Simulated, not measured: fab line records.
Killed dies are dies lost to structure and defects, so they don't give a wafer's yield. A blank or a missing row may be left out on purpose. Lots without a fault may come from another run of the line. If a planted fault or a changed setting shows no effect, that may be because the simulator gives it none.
Shared-tool check + flow nand harc + 13 lots, 39 wafers sampled

WHY IT WAS OPENED
On 1 of the 13 lots, a flag is raised at NHARC_P_M0_CD_MEAS_09 on the reading cd nm. No-fault wafers: 90.0 nm, standard deviation 0.67.
Rule: a lot is flagged in two cases, either no wafer of it has a number, or all its wafers with numbers fall more than 4 standard deviations from that mean. The rest of the lots are taken to be sound.

| lot  | measured     | on        | cd nm (nm), wafer by wafer | flag    |
|------|--------------|-----------|----------------------------|---------|
| L797 | day 5 22:15  | cd sem-01 | 89.8 90.7 90.2             |         |
| L798 | day 6 09:44  | cd sem-01 | 90.0 90.7 89.7             |         |
| L801 | day 6 23:53  | cd sem-02 | 90.2 88.8 89.1             |         |
| L803 | day 7 07:06  | cd sem-02 | 90.6 90.5 90.6             |         |
| L804 | day 8 02:57  | cd sem-02 | 90.3 90.2 89.7             |         |
| L807 | day 9 01:38  | cd sem-02 | 90.4 91.2 90.5             |         |
| L808 | day 9 02:44  | cd sem-02 | 90.3 90.2 90.8             |         |
| L809 | day 9 07:17  | cd sem-03 | 89.7 89.0 89.2             |         |
| L810 | day 9 09:26  | cd sem-02 | 90.7 90.2 90.8             |         |
| L812 | day 10 00:52 | cd sem-01 | 90.5 89.5 90.0             |         |
| L811 | day 10 01:01 | cd sem-03 | 89.2 90.5 90.2             |         |
| L815 | day 10 10:56 | cd sem-03 | 90.2 89.3 89.9             |         |
| L818 | day 11 01:52 | cd sem-02 | 73.8 73.4 74.6             | FLAGGED |
Average over the flagged lots: 73.9 nm; offset from the usual -16.1 nm, equal to -24 standard deviations.

LOT BY LOT: THE TOOL USED
3 process steps preceding the reading are held in the record, out of 1159 steps in the route. Cell contents, in order: the tool; ch with the chambers the sampled wafers went through; the start.
| lot  | flag    | NHARC_P_CONTACT_PVD_32                  | NHARC_P_CONTACT_CVD_23                   | NHARC_P_M0_EXPOSE_06               |
|------|---------|-----------------------------------------|------------------------------------------|------------------------------------|
| L797 |         | pvd sputter-02, day 5 22:06 or earlier  | cvd w-02 ch 0,1, day 5 22:06 or earlier  | arfi scanner-02 ch 0, day 5 22:06  |
| L798 |         | pvd sputter-02, day 6 09:37 or earlier  | cvd w-01 ch 0,1, day 6 09:37 or earlier  | arfi scanner-02 ch 0, day 6 09:37  |
| L801 |         | pvd sputter-01, day 6 23:45 or earlier  | cvd w-02 ch 0,1, day 6 23:45 or earlier  | arfi scanner-01 ch 0, day 6 23:45  |
| L803 |         | pvd sputter-01, day 7 06:58 or earlier  | cvd w-02 ch 0,1, day 7 06:58 or earlier  | arfi scanner-01 ch 0, day 7 06:58  |
| L804 |         | pvd sputter-02, day 8 02:49 or earlier  | cvd w-02 ch 0,1, day 8 02:49 or earlier  | arfi scanner-03 ch 0, day 8 02:49  |
| L807 |         | pvd sputter-01, day 9 01:29 or earlier  | cvd w-01 ch 0,1, day 9 01:29 or earlier  | arfi scanner-01 ch 0, day 9 01:29  |
| L808 |         | pvd sputter-01, day 9 02:35 or earlier  | cvd w-01 ch 0,1, day 9 02:35 or earlier  | arfi scanner-03 ch 0, day 9 02:35  |
| L809 |         | pvd sputter-02, day 9 07:08 or earlier  | cvd w-01 ch 0,1, day 9 07:08 or earlier  | arfi scanner-03 ch 0, day 9 07:08  |
| L810 |         | pvd sputter-03, day 9 09:18 or earlier  | cvd w-01 ch 0,1, day 9 09:18 or earlier  | arfi scanner-02 ch 0, day 9 09:18  |
| L812 |         | pvd sputter-03, day 9 23:05 or earlier  | cvd w-02 ch 0,1, day 9 23:05             | arfi scanner-03 ch 0, day 10 00:44 |
| L811 |         | pvd sputter-02, day 10 00:52 or earlier | cvd w-01 ch 0,1, day 10 00:52 or earlier | arfi scanner-02 ch 0, day 10 00:52 |
| L815 |         | pvd sputter-02, day 10 10:48 or earlier | cvd w-02 ch 0,1, day 10 10:48 or earlier | arfi scanner-01 ch 0, day 10 10:48 |
| L818 | FLAGGED | pvd sputter-01, day 11 01:43 or earlier | cvd w-02 ch 0,1, day 11 01:43 or earlier | arfi scanner-03 ch 0, day 11 01:43 |
What is done by these steps:
- NHARC_P_CONTACT_PVD_32: deposits Ti, target thk 5 nm, time 17.7 s.
- NHARC_P_CONTACT_CVD_23: deposits W, target thk 200 nm, time 557 s.
- NHARC_P_M0_EXPOSE_06: exposes mask P M0, target cd 90 nm.
- NHARC_P_M0_CD_MEAS_09: target cd 90 nm.

FLAGGED AGAINST TOTAL, ONE TOOL AT A TIME (gauges that did the reading follow at the end)
| step                   | tool            | lots run | flagged | share of the flagged lots | sound lots run after its first flagged lot |
|------------------------|-----------------|----------|---------|---------------------------|--------------------------------------------|
| NHARC_P_CONTACT_PVD_32 | pvd sputter-01  | 5        | 1       | all                       | 0                                          |
| NHARC_P_CONTACT_PVD_32 | pvd sputter-02  | 6        | 0       | none                      | -                                          |
| NHARC_P_CONTACT_PVD_32 | pvd sputter-03  | 2        | 0       | none                      | -                                          |
| NHARC_P_CONTACT_CVD_23 | cvd w-01        | 6        | 0       | none                      | -                                          |
| NHARC_P_CONTACT_CVD_23 | cvd w-02        | 7        | 1       | all                       | 0                                          |
| NHARC_P_M0_EXPOSE_06   | arfi scanner-01 | 4        | 0       | none                      | -                                          |
| NHARC_P_M0_EXPOSE_06   | arfi scanner-02 | 4        | 0       | none                      | -                                          |
| NHARC_P_M0_EXPOSE_06   | arfi scanner-03 | 5        | 1       | all                       | 0                                          |
| NHARC_P_M0_CD_MEAS_09  | cd sem-01       | 3        | 0       | none                      | -                                          |
| NHARC_P_M0_CD_MEAS_09  | cd sem-02       | 7        | 1       | all                       | 0                                          |
| NHARC_P_M0_CD_MEAS_09  | cd sem-03       | 3        | 0       | none                      | -                                          |
NHARC_P_CONTACT_PVD_32 gives no start for some lots, so the hours and the order of its lots are those of NHARC_P_M0_EXPOSE_06. NHARC_P_CONTACT_CVD_23 gives no start for some lots, so the hours and the order of its lots are those of NHARC_P_M0_EXPOSE_06.

THE TABLE: WHAT IT ALLOWS
4 rows of the table ran every flagged lot: pvd sputter-01 at NHARC_P_CONTACT_PVD_32, cvd w-02 at NHARC_P_CONTACT_CVD_23, arfi scanner-03 at NHARC_P_M0_EXPOSE_06, cd sem-02 at NHARC_P_M0_CD_MEAS_09.
- pvd sputter-01 at NHARC_P_CONTACT_PVD_32 ran 5 lots, 1 of them flagged. Its last sound lot is L808 (day 9 02:35), its first flagged lot L818 (day 11 01:43): a fault that began between those two fits.
- cvd w-02 at NHARC_P_CONTACT_CVD_23 ran 7 lots, 1 of them flagged. Its last sound lot is L815 (day 10 10:48), its first flagged lot L818 (day 11 01:43): a fault that began between those two fits.
- arfi scanner-03 at NHARC_P_M0_EXPOSE_06 ran 5 lots, 1 of them flagged. Its last sound lot is L812 (day 10 00:44), its first flagged lot L818 (day 11 01:43): a fault that began between those two fits. Its own readings lie more than 4 standard deviations out on every wafer of the flagged lots: exposure dose mJ cm2.
- cd sem-02 at NHARC_P_M0_CD_MEAS_09 ran 7 lots, 1 of them flagged. Its last sound lot is L810 (day 9 09:26), its first flagged lot L818 (day 11 01:52): a fault that began between those two fits.
Because each of these 4 tools fits a fault that began at some hour, counting lots does not separate them. More lots, or a look at what each step does to the wafer, might.

WHAT THE SIMULATOR PUT IN
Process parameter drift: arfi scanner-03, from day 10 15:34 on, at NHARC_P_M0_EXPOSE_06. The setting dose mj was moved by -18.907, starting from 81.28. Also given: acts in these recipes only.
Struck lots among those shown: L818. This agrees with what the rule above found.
